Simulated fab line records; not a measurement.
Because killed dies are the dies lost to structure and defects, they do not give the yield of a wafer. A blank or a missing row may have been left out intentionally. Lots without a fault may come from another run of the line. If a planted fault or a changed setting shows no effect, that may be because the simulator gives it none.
The tool behind it: which one? | flow n5 finfet | 24 lots with 72 wafers sampled at 6 steps, on a route of 1938 steps

== WHAT THE GAUGES SHOWED, per wafer ==
The record holds no reading of a measuring or inspecting step that can be judged against a usual standard deviation.

== WHICH TOOL RAN EACH LOT (tool, then ch and the chambers of the sampled wafers, then the start) ==
lot  | N5_BEOL_M3_HM_OPEN_17             | N5_BEOL_M3_DESCUM_33               | N5_BEOL_M3_DEGAS_44          | N5_BEOL_M3_PRE_CLEAN_45      | N5_BEOL_M3_SURFACE_TREAT_85  | N5_BEOL_M3_SPUTTER_88
L074 | rie metal-01 ch 0,1, day 6 22:34  | rie diel-02 ch 1,3, day 6 23:11    | pvd sputter-01, day 7 04:49  | pvd sputter-01, day 7 04:51  | pvd sputter-02, day 7 05:10  | pvd sputter-02, day 7 06:29
L075 | rie metal-03 ch 0,1, day 7 14:16  | rie diel-05 ch 0,1,2, day 7 14:53  | pvd sputter-01, day 7 17:21  | pvd sputter-01, day 7 17:23  | pvd sputter-02, day 7 17:43  | pvd sputter-01, day 7 18:52
L076 | rie metal-02 ch 0,1, day 8 09:28  | rie diel-04 ch 1,2, day 8 10:13    | pvd sputter-02, day 8 11:03  | pvd sputter-02, day 8 11:05  | pvd sputter-03, day 8 11:25  | pvd sputter-01, day 8 12:31
L077 | rie metal-01 ch 0,1, day 8 10:08  | rie diel-05 ch 0,2,3, day 8 10:53  | pvd sputter-02, day 8 11:49  | pvd sputter-02, day 8 11:51  | pvd sputter-02, day 8 12:08  | pvd sputter-02, day 8 13:14
L078 | rie metal-01 ch 0, day 8 11:34    | rie diel-04 ch 1,3, day 8 12:37    | pvd sputter-02, day 8 17:21  | pvd sputter-02, day 8 17:23  | pvd sputter-02, day 8 17:52  | pvd sputter-01, day 8 19:01
L079 | rie metal-01 ch 0,1, day 8 12:58  | rie diel-04 ch 1,2,3, day 8 13:36  | pvd sputter-01, day 8 17:57  | pvd sputter-01, day 8 17:59  | pvd sputter-03, day 8 18:31  | pvd sputter-03, day 8 19:43
L080 | rie metal-02 ch 0,1, day 8 21:32  | rie diel-05 ch 1,3, day 8 22:17    | pvd sputter-02, day 8 23:55  | pvd sputter-02, day 8 23:58  | pvd sputter-01, day 9 00:17  | pvd sputter-02, day 9 01:29
L081 | rie metal-03 ch 0,1, day 9 00:20  | rie diel-05 ch 0,1,2, day 9 01:28  | pvd sputter-02, day 9 06:52  | pvd sputter-02, day 9 06:54  | pvd sputter-01, day 9 07:18  | pvd sputter-01, day 9 08:28
L082 | rie metal-02 ch 0,1, day 9 14:08  | rie diel-04 ch 0,2, day 9 14:59    | pvd sputter-03, day 9 16:20  | pvd sputter-03, day 9 16:23  | pvd sputter-03, day 9 16:47  | pvd sputter-03, day 9 19:41
L083 | rie metal-03 ch 0,1, day 9 14:28  | rie diel-04 ch 0,1,3, day 9 15:09  | pvd sputter-03, day 9 20:50  | pvd sputter-03, day 9 20:53  | pvd sputter-01, day 9 21:20  | pvd sputter-01, day 9 22:37
L084 | rie metal-03 ch 0,1, day 9 16:14  | rie diel-04 ch 0,1,3, day 9 16:52  | pvd sputter-01, day 10 01:51 | pvd sputter-01, day 10 01:53 | pvd sputter-02, day 10 02:11 | pvd sputter-03, day 10 03:25
L085 | rie metal-01 ch 0,1, day 9 21:32  | rie diel-05 ch 0,2, day 9 22:08    | pvd sputter-02, day 10 01:35 | pvd sputter-02, day 10 01:37 | pvd sputter-01, day 10 01:56 | pvd sputter-01, day 10 03:03
L086 | rie metal-03 ch 0,1, day 10 13:25 | rie diel-04 ch 1,2,3, day 10 14:17 | pvd sputter-03, day 10 21:25 | pvd sputter-03, day 10 21:28 | pvd sputter-01, day 10 21:59 | pvd sputter-02, day 10 23:23
L087 | rie metal-01 ch 0, day 10 14:27   | rie diel-02 ch 0,3, day 10 15:05   | pvd sputter-02, day 10 22:03 | pvd sputter-02, day 10 22:05 | pvd sputter-03, day 10 22:23 | pvd sputter-03, day 10 23:45
L089 | rie metal-03 ch 0,1, day 11 01:25 | rie diel-04 ch 1,2, day 11 02:04   | pvd sputter-02, day 11 05:49 | pvd sputter-02, day 11 05:51 | pvd sputter-03, day 11 06:10 | pvd sputter-03, day 11 07:25
L088 | rie metal-03 ch 0,1, day 11 11:34 | rie diel-02 ch 2,3, day 11 12:20   | pvd sputter-02, day 11 13:10 | pvd sputter-02, day 11 13:12 | pvd sputter-02, day 11 13:38 | pvd sputter-02, day 11 14:51
L091 | rie metal-03 ch 0,1, day 11 12:31 | rie diel-04 ch 0,2,3, day 11 13:25 | pvd sputter-02, day 11 15:49 | pvd sputter-02, day 11 15:51 | pvd sputter-03, day 11 16:14 | pvd sputter-01, day 11 17:23
L090 | rie metal-02 ch 0,1, day 11 15:49 | rie diel-04 ch 1,3, day 11 16:34   | pvd sputter-02, day 11 18:54 | pvd sputter-02, day 11 18:56 | pvd sputter-02, day 11 19:17 | pvd sputter-02, day 11 20:31
L092 | rie metal-02 ch 0,1, day 11 18:55 | rie diel-02 ch 0,3, day 11 19:39   | pvd sputter-01, day 12 04:46 | pvd sputter-01, day 12 04:49 | pvd sputter-03, day 12 05:08 | pvd sputter-01, day 12 06:21
L093 | rie metal-03 ch 0,1, day 12 00:27 | rie diel-04 ch 0,3, day 12 01:02   | pvd sputter-03, day 12 04:42 | pvd sputter-03, day 12 04:44 | pvd sputter-03, day 12 05:06 | pvd sputter-03, day 12 06:14
L094 | rie metal-03 ch 0,1, day 12 11:52 | rie diel-04 ch 1,2,3, day 12 12:37 | pvd sputter-02, day 12 21:33 | pvd sputter-02, day 12 21:35 | pvd sputter-03, day 12 21:54 | pvd sputter-02, day 12 23:02
L095 | rie metal-01 ch 0,1, day 12 15:44 | rie diel-02 ch 0,2, day 12 16:24   | pvd sputter-02, day 12 21:38 | pvd sputter-02, day 12 21:40 | pvd sputter-02, day 12 22:07 | pvd sputter-03, day 12 23:28
L096 | rie metal-02 ch 0,1, day 12 19:25 | rie diel-04 ch 0,3, day 12 20:02   | pvd sputter-02, day 12 21:43 | pvd sputter-02, day 12 21:45 | pvd sputter-03, day 12 22:25 | pvd sputter-02, day 13 02:43
L097 | rie metal-01 ch 0,1, day 13 05:09 | rie diel-02 ch 0,1,3, day 13 05:52 | pvd sputter-03, day 13 15:22 | pvd sputter-03, day 13 15:25 | pvd sputter-03, day 13 16:02 | pvd sputter-02, day 13 18:10
- N5_BEOL_M3_HM_OPEN_17: chemistry Cl2/BCl3, target TiN, target depth 20 nm, overetch 6 nm.
- N5_BEOL_M3_DESCUM_33: chemistry O2, time 7 s.
- N5_BEOL_M3_DEGAS_44: time 60 s.
- N5_BEOL_M3_PRE_CLEAN_45: time 30 s.
- N5_BEOL_M3_SURFACE_TREAT_85
- N5_BEOL_M3_SPUTTER_88: material Cu, target thk 4.5 nm, time 8.29 s.

== AS READ BY THE TOOLS THEMSELVES (means over the sampled wafers that have a number; for cases with no such wafer, the mark the record gives instead) ==
N5_BEOL_M3_HM_OPEN_17.
lot  | tool         | drypump motor current A (A) | mfc ar sccm (sccm) | mfc cl2 sccm (sccm) | oes product au (a.u.) | rf fwd power W (W) | throttle valve pct (%)
L074 | rie metal-01 | 6.0                         | 24.95              | 53.33               | 0.62                  | 994                | 22.44
L075 | rie metal-03 | 6.4                         | 25.01              | 53.18               | 0.71                  | 995                | 22.13
L076 | rie metal-02 | 5.5                         | 24.98              | 53.29               | 0.61                  | 991                | 22.20
L077 | rie metal-01 | 5.8                         | 24.94              | 53.13               | 0.68                  | 991                | 22.16
L078 | rie metal-01 | 5.7                         | 25.02              | 53.40               | 0.73                  | 995                | 21.89
L079 | rie metal-01 | 6.0                         | 24.92              | 53.17               | 0.62                  | 990                | 22.46
L080 | rie metal-02 | 5.5                         | 25.10              | 53.21               | 0.61                  | 992                | 22.21
L081 | rie metal-03 | 6.4                         | 25.11              | 53.13               | 0.70                  | 992                | 22.14
L082 | rie metal-02 | 5.5                         | 25.00              | 53.25               | 0.63                  | 994                | 22.28
L083 | rie metal-03 | 6.4                         | 24.99              | 53.11               | 0.71                  | 994                | 22.12
L084 | rie metal-03 | 6.1                         | 25.04              | 53.26               | 0.70                  | 993                | 22.09
L085 | rie metal-01 | 5.8                         | 25.03              | 53.34               | 0.66                  | 992                | 22.19
L086 | rie metal-03 | 6.4                         | 25.01              | 53.18               | 0.70                  | 992                | 22.13
L087 | rie metal-01 | 5.7                         | 24.99              | 53.12               | 0.71                  | 993                | 21.90
L089 | rie metal-03 | 6.1                         | 25.00              | 53.39               | 0.69                  | 990                | 22.10
L088 | rie metal-03 | 6.4                         | 24.95              | 53.26               | 0.70                  | 992                | 22.15
L091 | rie metal-03 | 6.1                         | 25.02              | 53.35               | 0.68                  | 993                | 22.13
L090 | rie metal-02 | 5.4                         | 24.97              | 53.28               | 0.60                  | 987                | 22.21
L092 | rie metal-02 | 5.5                         | 25.01              | 53.31               | 0.63                  | 994                | 22.29
L093 | rie metal-03 | 6.1                         | 24.84              | 53.26               | 0.67                  | 991                | 22.10
L094 | rie metal-03 | 6.1                         | 25.05              | 53.26               | 0.68                  | 988                | 22.11
L095 | rie metal-01 | 6.0                         | 24.96              | 53.22               | 0.60                  | 992                | 22.47
L096 | rie metal-02 | 5.4                         | 25.05              | 53.35               | 0.60                  | 990                | 22.21
L097 | rie metal-01 | 5.8                         | 25.07              | 53.35               | 0.64                  | 994                | 22.18

N5_BEOL_M3_DESCUM_33.
lot  | tool        | drypump motor current A (A) | oes product au (a.u.) | rf fwd power W (W) | rf vpp V (V) | showerhead plenum p Torr (Torr) | throttle valve pct (%)
L074 | rie diel-02 | 5.1                         | 0.71                  | 49.09              | 244.4        | 2.16                            | 20.52
L075 | rie diel-05 | 5.8                         | 0.81                  | 49.15              | 243.3        | 2.14                            | 20.50
L076 | rie diel-04 | 6.0                         | 0.89                  | 49.42              | 243.3        | 2.10                            | 20.36
L077 | rie diel-05 | 5.8                         | 0.85                  | 49.37              | 244.2        | 2.12                            | 20.45
L078 | rie diel-04 | 5.5                         | 0.92                  | 49.32              | 242.3        | 2.06                            | 20.18
L079 | rie diel-04 | 5.8                         | 0.90                  | 49.58              | 242.4        | 2.09                            | 20.31
L080 | rie diel-05 | 5.6                         | 0.84                  | 49.39              | 244.0        | 2.08                            | 20.40
L081 | rie diel-05 | 5.8                         | 0.79                  | 49.13              | 242.9        | 2.14                            | 20.52
L082 | rie diel-04 | 6.1                         | 0.80                  | 49.58              | 243.6        | 2.12                            | 20.45
L083 | rie diel-04 | 5.7                         | 0.84                  | 49.31              | 243.4        | 2.09                            | 20.29
L084 | rie diel-04 | 5.7                         | 0.84                  | 49.54              | 242.7        | 2.09                            | 20.30
L085 | rie diel-05 | 5.7                         | 0.83                  | 49.28              | 243.9        | 2.15                            | 20.51
L086 | rie diel-04 | 5.8                         | 0.87                  | 49.45              | 242.2        | 2.09                            | 20.33
L087 | rie diel-02 | 5.3                         | 0.78                  | 49.26              | 244.8        | 2.19                            | 20.42
L089 | rie diel-04 | 5.7                         | 0.88                  | 49.35              | 243.6        | 2.06                            | 20.26
L088 | rie diel-02 | 5.3                         | 0.71                  | 49.17              | 244.2        | 2.14                            | 20.54
L091 | rie diel-04 | 6.0                         | 0.81                  | 49.42              | 243.3        | 2.11                            | 20.44
L090 | rie diel-04 | 5.5                         | 0.88                  | 49.17              | 243.3        | 2.05                            | 20.22
L092 | rie diel-02 | 5.3                         | 0.77                  | 49.26              | 244.8        | 2.18                            | 20.44
L093 | rie diel-04 | 5.8                         | 0.81                  | 49.45              | 243.4        | 2.10                            | 20.40
L094 | rie diel-04 | 5.8                         | 0.85                  | 49.49              | 242.2        | 2.08                            | 20.36
L095 | rie diel-02 | 5.5                         | 0.79                  | 49.42              | 244.1        | 2.14                            | 20.25
L096 | rie diel-04 | 5.8                         | 0.77                  | 49.44              | 243.4        | 2.11                            | 20.44
L097 | rie diel-02 | 5.2                         | 0.83                  | 49.19              | 244.1        | 2.17                            | 20.25

N5_BEOL_M3_DEGAS_44.
lot  | tool           | heater power w (W)
L074 | pvd sputter-01 | 327
L075 | pvd sputter-01 | 306
L076 | pvd sputter-02 | 316
L077 | pvd sputter-02 | 304
L078 | pvd sputter-02 | 337
L079 | pvd sputter-01 | 331
L080 | pvd sputter-02 | 349
L081 | pvd sputter-02 | 296
L082 | pvd sputter-03 | 352
L083 | pvd sputter-03 | 325
L084 | pvd sputter-01 | 347
L085 | pvd sputter-02 | 379
L086 | pvd sputter-03 | 309
L087 | pvd sputter-02 | 339
L089 | pvd sputter-02 | 309
L088 | pvd sputter-02 | 348
L091 | pvd sputter-02 | 381
L090 | pvd sputter-02 | 293
L092 | pvd sputter-01 | 338
L093 | pvd sputter-03 | 355
L094 | pvd sputter-02 | 344
L095 | pvd sputter-02 | 294
L096 | pvd sputter-02 | 305
L097 | pvd sputter-03 | 338

N5_BEOL_M3_PRE_CLEAN_45.
lot  | tool           | heater power w (W)
L074 | pvd sputter-01 | 322
L075 | pvd sputter-01 | 307
L076 | pvd sputter-02 | 313
L077 | pvd sputter-02 | 306
L078 | pvd sputter-02 | 340
L079 | pvd sputter-01 | 330
L080 | pvd sputter-02 | 352
L081 | pvd sputter-02 | 295
L082 | pvd sputter-03 | 351
L083 | pvd sputter-03 | 321
L084 | pvd sputter-01 | 350
L085 | pvd sputter-02 | 385
L086 | pvd sputter-03 | 315
L087 | pvd sputter-02 | 344
L089 | pvd sputter-02 | 314
L088 | pvd sputter-02 | 346
L091 | pvd sputter-02 | 380
L090 | pvd sputter-02 | 292
L092 | pvd sputter-01 | 335
L093 | pvd sputter-03 | 356
L094 | pvd sputter-02 | 338
L095 | pvd sputter-02 | 292
L096 | pvd sputter-02 | 304
L097 | pvd sputter-03 | 339

N5_BEOL_M3_SURFACE_TREAT_85.
lot  | tool           | ar flow sccm (sccm)
L074 | pvd sputter-02 | 30.03
L075 | pvd sputter-02 | 29.98
L076 | pvd sputter-03 | 29.99
L077 | pvd sputter-02 | 29.98
L078 | pvd sputter-02 | 30.11
L079 | pvd sputter-03 | 30.07
L080 | pvd sputter-01 | 30.00
L081 | pvd sputter-01 | 30.00
L082 | pvd sputter-03 | 30.05
L083 | pvd sputter-01 | 29.99
L084 | pvd sputter-02 | 30.01
L085 | pvd sputter-01 | 30.12
L086 | pvd sputter-01 | 29.95
L087 | pvd sputter-03 | 30.14
L089 | pvd sputter-03 | 30.09
L088 | pvd sputter-02 | 30.03
L091 | pvd sputter-03 | 29.89
L090 | pvd sputter-02 | 30.08
L092 | pvd sputter-03 | 29.94
L093 | pvd sputter-03 | 29.96
L094 | pvd sputter-03 | 30.00
L095 | pvd sputter-02 | 30.05
L096 | pvd sputter-03 | 30.06
L097 | pvd sputter-03 | 30.03

N5_BEOL_M3_SPUTTER_88.
lot  | tool           | chamber pressure pa (Pa) | throttle valve pct (%)
L074 | pvd sputter-02 | 0.06996                  | 29.5
L075 | pvd sputter-01 | 0.06999                  | 29.5
L076 | pvd sputter-01 | 0.06999                  | 31.2
L077 | pvd sputter-02 | 0.07005                  | 30.6
L078 | pvd sputter-01 | 0.07007                  | 31.7
L079 | pvd sputter-03 | 0.07007                  | 30.0
L080 | pvd sputter-02 | 0.07002                  | 30.3
L081 | pvd sputter-01 | 0.06996                  | 29.4
L082 | pvd sputter-03 | 0.07014                  | 30.8
L083 | pvd sputter-01 | 0.06993                  | 29.6
L084 | pvd sputter-03 | 0.07004                  | 30.0
L085 | pvd sputter-01 | 0.06988                  | 29.9
L086 | pvd sputter-02 | 0.07020                  | 29.9
L087 | pvd sputter-03 | 0.06987                  | 29.4
L089 | pvd sputter-03 | 0.06998                  | 29.4
L088 | pvd sputter-02 | 0.07004                  | 29.6
L091 | pvd sputter-01 | 0.06996                  | 30.3
L090 | pvd sputter-02 | 0.07007                  | 29.9
L092 | pvd sputter-01 | 0.07002                  | 31.2
L093 | pvd sputter-03 | 0.06996                  | 30.9
L094 | pvd sputter-02 | 0.06991                  | 30.4
L095 | pvd sputter-03 | 0.07021                  | 28.7
L096 | pvd sputter-02 | 0.06994                  | 30.6
L097 | pvd sputter-02 | 0.06999                  | 30.2

== THE ANSWER, worked out from the rows above alone ==
Rule: the lots themselves supply what counts as usual. Put in order of their means at a reading, lots are off if they are a third of the lots or fewer, leave a main group of 4 or more, and stand apart from it by a gap of 3 or more times the standard deviation of the main group's means; of several such gaps the widest counts. A main group whose means are all the same, to the digits that the tables above print for the reading, isn't used. Also off: a lot with no number at a reading for which 4 or more lots have one. Any other lot the step has rows for is counted as sound. First the gauges in route order, then the tools' own readings, where a lot's mean is used as printed above. At the first step where some lot is off, the reading lying furthest off is the one used; lots without a number count as furthest.
Across all readings shown, no lot is off: no conclusion can be drawn from this.

== WHAT THE SIMULATOR PUT IN ==
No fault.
